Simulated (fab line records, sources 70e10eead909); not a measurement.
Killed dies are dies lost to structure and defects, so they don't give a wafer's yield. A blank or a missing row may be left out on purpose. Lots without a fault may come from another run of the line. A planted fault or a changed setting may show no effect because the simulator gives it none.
fab line records | flow nand_harc
record lots=6 wafers=18 last_day=31
route steps=1302 shown P_BONDPAD@360
lots that met no fault: from a run of the same line without faults
start_h: hours from the record's first day to the start of the lot's first wafer shown | wait_h: hours since the lot's step before | " the same as in the row above | L1.1+2: a row that stands for several wafers | - no value, or no start given | * or withheld: withheld | < > ~ a bound
route shown NAME@n: a module of which the file shows steps, and the number in the route of the first | usual: mean/standard deviation of fault-free wafers | same: alike in all rows | chamber/n: place in a boat | sites: the reading at each site | _std_site: their standard deviation | _edge_site: outer sites' mean less inner sites' | radius_mm: how far each site lies from the wafer's centre | mask NAME#n: copy n | behind: the tool/chamber that last shaped the wafer | hold: why the lot was held/for how many hours/how that ended | device: the transistor (n, p or np) that didn't switch | end of line: the same wafers' tests at the end of the route | a step without rows: its recipe alone | killed: dies lost to structure and defects at the first sort, not the wafer's yield | map: a wafer's dies, x killed, . not, _ none there
set.NAME: the setting as run; set.NAME@STEP: as run at that earlier step | model.NAME: the simulator's own value behind a step, which no gauge read
lots at some steps of the route; a table a step, a row a wafer
services: from which hour (start_h, from the record's first day; less than 0 if before it) a tool's chamber was out of use, for how many hours, and why
## steps
# step NHARC_P_BONDPAD_EBR_05
# step NHARC_P_BONDPAD_EXPOSE_06
# recipe na=0.55 dose_mj=37.06 mask_id=P_BPAD
# step NHARC_P_BONDPAD_PEB_07
# recipe peb_temp_c=128 peb_time_s=80
# step NHARC_P_BONDPAD_DEVELOP_08
# recipe time_s=50 dev_temp_c=22
# step NHARC_P_BONDPAD_CD_MEAS_09
# recipe target_cd_nm=500 landing_energy_ev=500
# usual cd_nm=501.1/2
# columns lot.wafer tool chamber start_h wait_h cd_nm
L350.2 cd_sem-03 0 168.71 - 502.8
L350.4 " 0 " " 501.3
L350.6 " 0 " " 503.5
L351.1 cd_sem-01 0 180.91 - 497.6
L351.2 " 0 " " 498.2
L351.4 " 0 " " 499.5
L359.3 cd_sem-01 0 253.54 - 502.2
L359.4 " 0 " " 501.1
L359.5 " 0 " " 497.1
L360.3 cd_sem-03 0 266.24 - 501.0
L360.5 " 0 " " 506.2
L360.6 " 0 " " 502.0
L364.3 cd_sem-02 0 305.41 - 501.2
L364.5 " 0 " " 501.7
L364.6 " 0 " " 502.9
L366.1 cd_sem-01 0 321.93 - 499.0
L366.2 " 0 " " 499.4
L366.3 " 0 " " 501.7
# step NHARC_P_BONDPAD_OVL_MEAS_38
# usual overlay_x_nm=1/4.5 overlay_y_nm=-2/6.3
# columns lot.wafer tool chamber start_h wait_h overlay_x_nm overlay_y_nm
L350.2 overlay-01 - 168.79 - -10 3
L350.4 " - " " -10 3
L350.6 " - " " -10 3
L351.1 overlay-01 - 181.01 - 7 3
L351.2 " - " " 7 3
L351.4 " - " " 7 2
L359.3 overlay-02 - 253.64 - 5 -10
L359.4 " - " " 5 -10
L359.5 " - " " 5 -10
L360.3 overlay-02 - 266.32 - 4 -5
L360.5 " - " " 3 -5
L360.6 " - " " 3 -5
L364.3 overlay-02 - 305.50 - 6 7
L364.5 " - " " 5 7
L364.6 " - " " 5 7
L366.1 overlay-02 - 322.02 - -6 -3
L366.2 " - " " -7 -3
L366.3 " - " " -7 -3
# step NHARC_P_BONDPAD_HARDBAKE_10
# recipe temp_c=118 time_s=65
# step NHARC_P_BONDPAD_DESCUM_11
# recipe time_s=3 o2_flow_sccm=200 ar_flow_sccm=0 bias_power_w=0 chemistry=O2
# usual drypump_motor_current_A=5.8/0.45 mfc_ar_sccm=0.012/0.013 oes_product_au=1.000/0.0095 rf_vpp_V=57.5/0.92 showerhead_plenum_p_Torr=1.87/0.065 throttle_valve_pct=11.311/0.01
# columns lot.wafer tool chamber start_h wait_h drypump_motor_current_A mfc_ar_sccm oes_product_au rf_hours_counter_h rf_vpp_V showerhead_plenum_p_Torr throttle_valve_pct
L350.2 rie_diel-02 2 168.92 - 6.3 0.006 0.992 4.0 57.8 1.79 11.304
L350.4 " 0 " " 5.7 0 0.997 4.4 58.8 1.83 11.305
L350.6 " 2 " " 6.3 0.006 0.997 - 57.8 1.79 11.314
L351.1 rie_diel-09 3 181.14 - 5.4 0 1.000 1.1 57.6 1.90 11.317
L351.2 " 1 " " 6.1 0.036 0.999 1.5 58.3 1.94 11.298
L351.4 " 3 " " 5.4 0 1.006 - 58.4 1.90 11.313
L359.4 rie_diel-02 1 253.77 - 5.7 0.032 0.996 1.0 56.2 1.82 11.311
L359.3 " 3 " " 5.3 0.018 0.977 1.3 56.8 1.89 11.287
L359.5 " 2 " " 6.3 0.006 1.012 - 58.2 1.79 11.319
L360.3 rie_diel-11 2 266.46 - 5.4 0 0.999 0 56.2 1.84 11.323
L360.5 " 0 " " 5.7 0.019 0.998 - 59.3 2.04 11.315
L360.6 " 1 " " 4.8 0 1.005 - 58.8 2.03 11.314
L364.3 rie_diel-02 2 305.65 - 6.3 0.006 1.002 2.9 58.8 1.79 11.314
L364.6 " 3 " " 5.3 0.018 0.984 - 57.0 1.89 11.302
L364.5 " 0 " " 5.6 0 1.001 - 56.8 1.82 11.321
L366.2 rie_diel-02 0 322.14 - 5.6 0 1.000 4.0 56.1 1.82 11.304
L366.3 " 1 " " 5.7 0.032 0.995 3.7 57.8 1.82 11.322
L366.1 " 2 " " 6.4 0.006 1.005 3.7 57.6 1.79 11.313
# step NHARC_P_BONDPAD_ETCH_37
# recipe target_depth_a=600 overetch_a=180 time_s=65.91 ion_energy_ev=200 n2_flow_sccm=150 h2_flow_sccm=150 ar_flow_sccm=0 rf_w=400 bias_w=150 chemistry=N2/H2
# usual bias_w=150.0/0.43 chamber_pressure_mTorr=29.999/0.03 drypump_motor_current_A=5.8/0.44 mfc_ar_sccm=0.012/0.013 oes_product_au=0.998/0.011 rf_vpp_V=429.3/2.1 showerhead_plenum_p_Torr=1.99/0.072 throttle_valve_pct=14.171/0.0099
# columns lot.wafer tool chamber start_h wait_h bias_w chamber_pressure_mTorr drypump_motor_current_A mfc_ar_sccm oes_product_au rf_hours_counter_h rf_vpp_V showerhead_plenum_p_Torr throttle_valve_pct
L350.2 rie_diel-02 1 169.01 0.1 149.8 30.031 5.7 0.032 0.999 4.0 427.1 1.94 14.175
L350.4 " 2 " " 149.8 30.007 6.3 0.006 0.997 4.0 426.3 1.90 14.179
L350.6 " 1 " " 150.0 30.022 5.7 0.032 1.001 - 429.4 1.94 14.161
L351.1 rie_diel-09 1 181.24 0.1 149.8 30.021 6.1 0.036 1.008 1.5 430.5 2.07 14.185
L351.2 " 2 " " 150.7 30.019 6.4 0 1.012 1.1 430.7 2.06 14.157
L351.4 " 2 " " 149.6 30.016 6.4 0 1.004 - 431.0 2.06 14.182
L359.3 rie_diel-02 2 253.85 0.1 149.9 29.983 6.4 0.006 1.008 1.1 425.9 1.90 14.168
L359.4 " 1 " " 149.9 29.947 5.7 0.032 1.012 1.0 428.3 1.94 14.178
L359.5 " 3 " " 150.1 29.994 5.3 0.018 0.990 - 429.8 2.01 14.176
L360.3 rie_diel-11 3 266.55 0.1 150.3 29.996 5.7 0 1.008 0.0 427.6 1.92 14.180
L360.5 " 0 " " 150.7 29.963 5.7 0.019 0.999 - 434.1 2.17 14.161
L360.6 " 1 " " 150.1 30.021 4.8 0 0.996 - 433.7 2.17 14.160
L364.3 rie_diel-02 0 305.71 0.1 149.9 29.991 5.7 0 0.991 3.0 426.1 1.94 14.160
L364.6 " 3 " " 150.4 29.951 5.3 0.018 0.995 - 428.6 2.01 14.166
L364.5 " 0 " " 149.9 30.039 5.7 0 0.998 - 428.4 1.94 14.165
L366.1 rie_diel-02 0 322.23 0.1 149.5 29.960 5.6 0 0.999 4.0 428.0 1.94 14.191
L366.2 " 1 " " 150.1 29.964 5.7 0.032 0.989 3.7 429.3 1.94 14.178
L366.3 " 2 " " 150.0 29.998 6.3 0.006 1.010 3.7 427.0 1.90 14.166
# step NHARC_P_BONDPAD_ETCH_12
# recipe target_depth_a=2000 time_s=100 chf3_flow_sccm=50 o2_flow_sccm=10 ar_flow_sccm=200 rf_w=500 bias_w=200 chemistry=CHF3/O2
# usual bias_w=200.1/0.64 chamber_pressure_mTorr=25.002/0.021 drypump_motor_current_A=5.8/0.45 mfc_ar_sccm=200.0/0.54 oes_product_au=0.939/0.021 rf_vpp_V=369.6/1.9 showerhead_plenum_p_Torr=2.35/0.082 throttle_valve_pct=20.573/0.0089
# columns lot.wafer tool chamber start_h wait_h bias_w chamber_pressure_mTorr drypump_motor_current_A mfc_ar_sccm oes_product_au rf_hours_counter_h rf_vpp_V showerhead_plenum_p_Torr throttle_valve_pct
L350.2 rie_diel-02 0 - - 198.8 24.994 5.7 199.5 0.971 4.4 368.9 2.30 20.570
L350.4 " 3 " " 199.4 24.990 5.3 199.7 0.956 4.4 370.3 2.38 20.568
L350.6 " 1 " " 201.3 24.993 5.7 200.0 0.983 - 367.6 2.29 20.570
L351.1 rie_diel-09 1 - - 199.0 25.012 6.1 200.2 0.929 1.5 371.2 2.43 20.569
L351.2 " 2 " " 199.5 24.988 6.4 200.2 0.927 1.2 370.8 2.42 20.556
L351.4 " 3 " " 199.8 25.007 5.4 199.3 0.922 - 370.6 2.39 20.579
L359.3 rie_diel-02 1 - - 199.4 24.983 5.7 199.8 0.926 1.1 367.8 2.29 20.584
L359.4 " 2 " " 200.2 24.989 6.3 200.0 0.938 1.1 367.9 2.25 20.577
L359.5 " 0 " " 200.8 24.957 5.6 200.3 0.922 - 368.7 2.30 20.581
L360.3 rie_diel-11 0 - - 201.3 24.990 5.7 200.6 0.952 0.0 374.1 2.55 20.566
L360.5 " 0 " " 200.7 25.003 5.7 199.9 0.955 - 373.7 2.55 20.567
L360.6 " 1 " " 200.4 25.003 4.8 199.8 0.959 - 373.6 2.54 20.560
L364.3 rie_diel-02 2 - - 200.0 24.958 6.4 199.8 0.944 2.9 367.5 2.25 20.569
L364.5 " 2 " " 199.8 25.024 6.3 199.3 0.931 - 367.8 2.25 20.565
L364.6 " 3 " " 200.1 25.011 5.3 199.2 0.910 - 369.8 2.37 20.584
L366.2 rie_diel-02 0 - - 199.8 24.982 5.7 200.6 0.960 4.0 369.0 2.29 20.580
L366.1 " 2 " " 201.0 25.002 6.3 199.6 0.983 3.7 367.5 2.25 20.563
L366.3 " 3 " " 199.9 24.985 5.3 200.6 0.956 4.0 371.6 2.37 20.591
# step NHARC_P_BONDPAD_CD_MEAS_13
# usual cd_nm=500.7/2.1
# columns lot.wafer tool chamber start_h wait_h cd_nm
L350.2 cd_sem-03 - 169.24 - 502.0
L350.4 " - " " 501.8
L350.6 " - " " 501.9
L351.1 cd_sem-03 - 181.51 - 498.4
L351.2 " - " " 498.2
L351.4 " - " " 499.2
L359.3 cd_sem-03 - 254.09 - 502.0
L359.4 " - " " 500.4
L359.5 " - " " 495.0
L360.3 cd_sem-03 - 266.76 - 500.5
L360.5 " - " " 504.7
L360.6 " - " " 502.7
L364.3 cd_sem-01 - 305.94 - 500.6
L364.5 " - " " 501.2
L364.6 " - " " 502.5
L366.1 cd_sem-03 - 322.47 - 499.3
L366.2 " - " " 498.7
L366.3 " - " " 501.6
# step NHARC_P_BONDPAD_STRIP_15
# recipe o2_flow_sccm=500 ar_flow_sccm=0 bias_w=0 chemistry=O2
# usual drypump_motor_current_A=5.7/0.5 mfc_ar_sccm=0.009/0.012 oes_product_au=1.000/0.0095 rf_vpp_V=57.7/1 showerhead_plenum_p_Torr=3.51/0.14 throttle_valve_pct=17.037/0.0089
# columns lot.wafer tool chamber start_h wait_h drypump_motor_current_A mfc_ar_sccm oes_product_au rf_hours_counter_h rf_vpp_V showerhead_plenum_p_Torr throttle_valve_pct
L350.4 rie_diel-09 0 169.31 0.1 6.5 0.009 0.997 0.5 58.1 3.43 17.036
L350.2 " 3 " " 5.4 0 1.003 0.4 57.2 3.51 17.024
L350.6 " 0 " " 6.5 0.009 1.006 - 58.8 3.43 17.041
L351.2 rie_diel-11 0 181.60 0.1 5.7 0.019 0.998 4.9 57.3 3.74 17.030
L351.4 " 2 " " 5.4 0 0.996 5.3 58.8 3.41 17.052
L351.1 " 3 " " 5.8 0 0.983 4.6 57.8 3.34 17.055
L359.4 rie_diel-11 0 254.16 0.1 5.7 0.019 0.992 9.2 58.0 3.74 17.034
L359.3 " 3 " " 5.8 0 0.996 7.8 56.3 3.34 17.045
L359.5 " 1 " " 4.9 0 0.998 - 58.5 3.73 17.044
L360.3 rie_diel-09 3 266.83 0.1 5.4 0 1.015 6.1 58.4 3.50 17.034
L360.6 " 3 " " 5.4 0 1.014 - 58.6 3.50 17.033
L360.5 " 0 " " 6.5 0.009 1.009 - 58.4 3.43 17.013
L364.3 rie_diel-02 0 306.01 0.1 5.7 0 0.989 3.0 56.8 3.38 17.033
L364.5 " 0 " " 5.7 0 1.004 - 55.9 3.38 17.043
L364.6 " 1 " " 5.7 0.032 1.006 - 56.3 3.37 17.037
L366.1 rie_diel-02 2 322.54 0.1 6.3 0.006 1.014 3.7 55.3 3.31 17.028
L366.2 " 0 " " 5.7 0 0.983 4.1 54.8 3.38 17.039
L366.3 " 1 " " 5.7 0.032 0.990 3.8 56.3 3.37 17.044
# step NHARC_P_BONDPAD_ETCH_24
# recipe target_depth_a=300 over_etch_frac=0.3 time_s=72.99 ion_energy_ev=150 cf4_flow_sccm=50 n2_flow_sccm=100 ar_flow_sccm=150 rf_w=300 bias_w=100 chemistry=CF4/N2
# usual bias_w=100.0/0.3 cf4_flow_sccm=49.98/0.15 drypump_motor_current_A=5.8/0.5 mfc_ar_sccm=150.0/0.5 oes_product_au=0.999/0.0098 rf_vpp_V=313.9/2 showerhead_plenum_p_Torr=2.61/0.11 throttle_valve_pct=19.794/0.0093
# columns lot.wafer tool chamber start_h wait_h bias_w cf4_flow_sccm drypump_motor_current_A mfc_ar_sccm oes_product_au rf_hours_counter_h rf_vpp_V showerhead_plenum_p_Torr throttle_valve_pct
L350.4 rie_diel-09 3 169.46 - 99.5 49.87 5.4 149.4 1.004 0.4 312.5 2.61 19.796
L350.2 " 2 " " 100.2 50.03 6.4 149.6 1.001 0.5 314.3 2.65 19.788
L350.6 " 0 " " 99.9 50.21 6.5 150.9 1.006 - 311.3 2.55 19.796
L351.4 rie_diel-11 0 181.75 - 100.1 50.16 5.7 150.6 0.994 4.9 317.3 2.79 19.786
L351.1 " 1 " " 100.3 50.18 4.8 150.3 1.003 4.4 315.4 2.78 19.796
L351.2 " 2 " " 99.8 50.07 5.4 149.6 0.995 5.3 314.2 2.53 19.795
L359.4 rie_diel-11 0 254.31 - - - - - - - - - -
L359.3 " 3 " " - - - - - - - - -
L359.5 " 0 " " - - - - - - - - -
L360.3 rie_diel-09 2 266.99 - - - - - - - - - -
L360.5 " 1 " " - - - - - - - - -
L360.6 " 2 " " - - - - - - - - -
L364.3 rie_diel-02 2 306.17 - 99.9 50.13 6.3 150.0 0.997 3.0 310.9 2.46 19.798
L364.6 " 1 " " 100.2 50.22 5.7 149.8 0.995 - 313.0 2.51 19.800
L364.5 " 2 " " 100.1 50.07 6.3 150.5 1.004 - 312.4 2.46 19.790
L366.1 rie_diel-02 1 322.70 - 99.6 49.97 5.7 149.7 0.993 3.8 312.1 2.51 19.790
L366.3 " 2 " " 99.8 49.96 6.3 150.5 1.022 3.8 312.7 2.46 19.797
L366.2 " 3 " " 99.6 50.00 5.3 149.7 0.985 4.1 313.3 2.60 19.790
# step NHARC_P_BONDPAD_STRIP_16
# recipe time_s=600 temp_c=30 chemistry=post_etch_residue_remover
## services
# columns tool chamber start_h hours kind
rie_diel-02 0 146.70 - clean
rie_diel-02 1 146.70 - clean
rie_diel-02 2 146.70 - clean
rie_diel-02 3 146.70 - clean
rie_diel-02 0 171.20 - clean
rie_diel-02 1 171.20 - clean
rie_diel-02 2 171.20 - clean
rie_diel-02 3 171.20 - clean
rie_diel-02 0 171.23 6.1 repair
rie_diel-09 0 176.02 18.0 repair
rie_diel-02 0 195.70 - clean
rie_diel-02 1 195.70 - clean
rie_diel-02 2 195.70 - clean
rie_diel-02 3 195.70 - clean
rie_diel-11 - 198.90 0.4 repair
rie_diel-11 3 204.85 2.6 repair
rie_diel-02 - 216.70 9.0 pm
rie_diel-02 0 216.70 9.0 vent_cycle
rie_diel-02 1 216.70 9.0 vent_cycle
rie_diel-02 2 216.70 9.0 vent_cycle
rie_diel-11 - 255.50 9.0 pm
rie_diel-09 3 302.88 4.0 repair
rie_diel-11 - 308.19 0.2 repair
rie_diel-09 - 320.10 9.0 pm
## key
first_sign step=NHARC_P_BONDPAD_ETCH_24 reading=tool_record direction=missing
effect none on later readings
met_at NHARC_P_BONDPAD_ETCH_24
struck_wafers L359.3,L359.4,L359.5,L360.3,L360.5,L360.6
later_rows_left_out L359.3,L359.4,L359.5,L360.3,L360.5,L360.6
sort_left_out L359.3,L359.4,L359.5,L360.3,L360.5,L360.6
onset_between 181.75 254.31
fault kind=skipped_step_whole tool=rie_diel-09,rie_diel-11 chamber=- onset_h=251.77 steps=NHARC_P_BONDPAD_ETCH_24 scope=struck_lots_only
# sort_left_out: the simulated sort isn't trusted on such a fault, so these wafers' sort isn't shown, and their yield isn't known
# later_rows_left_out: the simulator's readings of these wafers behind a module that went badly wrong aren't trusted and aren't shown, but for the sort
